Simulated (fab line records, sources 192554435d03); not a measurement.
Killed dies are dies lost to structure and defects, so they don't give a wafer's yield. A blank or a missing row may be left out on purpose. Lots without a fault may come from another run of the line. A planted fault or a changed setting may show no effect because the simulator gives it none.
Which tool did it? | flow n5_finfet | 11 lots, 33 wafers sampled, at 4 steps of a route of 1938

WHAT THE GAUGES READ, wafer by wafer
N5_PASSIVATION_CD_MEAS_30: target cd 4000 nm.
lot  | measured     | on        | cd_nm (nm)
L681 | day 12 05:34 | cd_sem-02 | 4000.3 4000.9 3998.7
L682 | day 13 16:05 | cd_sem-01 | 4003.6 4003.3 4002.9
L684 | day 13 17:22 | cd_sem-01 | 4000.1 3999.9 4000.2
L686 | day 14 23:36 | cd_sem-02 | 4002.1 4001.9 4000.7
L690 | day 14 10:58 | cd_sem-01 | 4001.3 4001.1 4000.0
L695 | day 16 09:50 | cd_sem-02 | 3999.9 3999.7 4000.6
L696 | day 16 20:49 | cd_sem-02 | 3999.9 4001.4 4000.8
L697 | day 16 16:34 | cd_sem-01 | 4000.8 3998.9 3998.8
L698 | day 17 15:58 | cd_sem-02 | 4003.4 4001.7 4001.6
L699 | day 17 13:17 | cd_sem-03 | 3999.3 4000.5 4002.2
L704 | day 19 03:32 | cd_sem-02 | 4000.6 3998.7 4000.1

WHICH TOOL RAN EACH LOT (tool, then ch and the chambers of the sampled wafers, then the start)
lot  | N5_HKMG_FIN_WET_ETCH_87             | N5_MIM_TOP_ETCH_PECVD_03        | N5_PASSIVATION_PECVD_01
L681 | wet_bench-06 ch 0,4,6, day 4 11:03  | pecvd-01 ch 1,2, day 12 01:26   | pecvd-04 ch 0,1,2, day 12 02:57
L682 | wet_bench-01 ch 2,3,6, day 4 16:34  | pecvd-03 ch 0,1, day 13 09:12   | pecvd-03 ch 1,2, day 13 11:58
L684 | wet_bench-06 ch 0,1,7, day 5 09:16  | pecvd-01 ch 0,1,2, day 13 13:10 | pecvd-04 ch 0,1,2, day 13 14:40
L686 | wet_bench-06 ch 2,4,5, day 5 18:32  | pecvd-03 ch 0,1, day 14 19:53   | pecvd-03 ch 0,2, day 14 21:23
L690 | wet_bench-06 ch 2,4,5, day 6 14:22  | pecvd-01 ch 0,1,2, day 14 06:35 | pecvd-01 ch 0,1, day 14 08:16
L695 | wet_bench-03 ch 2,4,7, day 7 17:26  | pecvd-01 ch 0,1,2, day 16 05:20 | pecvd-01 ch 0,1,2, day 16 07:08
L696 | wet_bench-03 ch 3,5,6, day 8 00:48  | pecvd-01 ch 0,1,2, day 16 15:38 | pecvd-04 ch 0,1,2, day 16 17:05
L697 | wet_bench-01 ch 3,4,6, day 8 04:24  | pecvd-03 ch 1,2, day 16 12:56   | pecvd-01 ch 0,1,2, day 16 14:22
L698 | wet_bench-03 ch 0,3,4, day 8 13:29  | pecvd-02 ch 0,2, day 17 11:17   | pecvd-03 ch 0,1,2, day 17 12:40
L699 | wet_bench-03 ch 1,3,7, day 8 18:46  | pecvd-02 ch 2, day 17 10:02     | pecvd-03 ch 1,2, day 17 11:25
L704 | wet_bench-06 ch 1,2,4, day 10 01:20 | pecvd-02 ch 0,1,2, day 18 23:04 | pecvd-04 ch 0,2, day 19 00:27
- N5_HKMG_FIN_WET_ETCH_87: etches TiN in SC1, time 154.2 s, target depth 4.7 nm, rinse time 30 s.
- N5_MIM_TOP_ETCH_PECVD_03: deposits SiNx from SiH4/NH3/N2, target thk 20 nm, time 17.6 s.
- N5_PASSIVATION_PECVD_01: deposits SiNx from SiH4/NH3/N2, target thk 200 nm, time 43.2 s.

THE ANSWER, worked out from the rows above alone
Rule: what is usual is taken from the lots themselves. Put in order of their means at a reading, lots are off if they are a third of the lots or fewer, leave a main group of 4 or more, and stand apart from it by a gap of 3 or more times the standard deviation of the main group's means; of several such gaps the widest counts. A main group whose means are all the same, to the digits that the tables above print for the reading, isn't used. A lot without any number at a reading at which 4 lots or more have one is off too. The other lots that the step has rows for count as sound.
No lot is off at any reading shown: from this, nothing can be told.

WHAT THE SIMULATOR HAD PUT IN
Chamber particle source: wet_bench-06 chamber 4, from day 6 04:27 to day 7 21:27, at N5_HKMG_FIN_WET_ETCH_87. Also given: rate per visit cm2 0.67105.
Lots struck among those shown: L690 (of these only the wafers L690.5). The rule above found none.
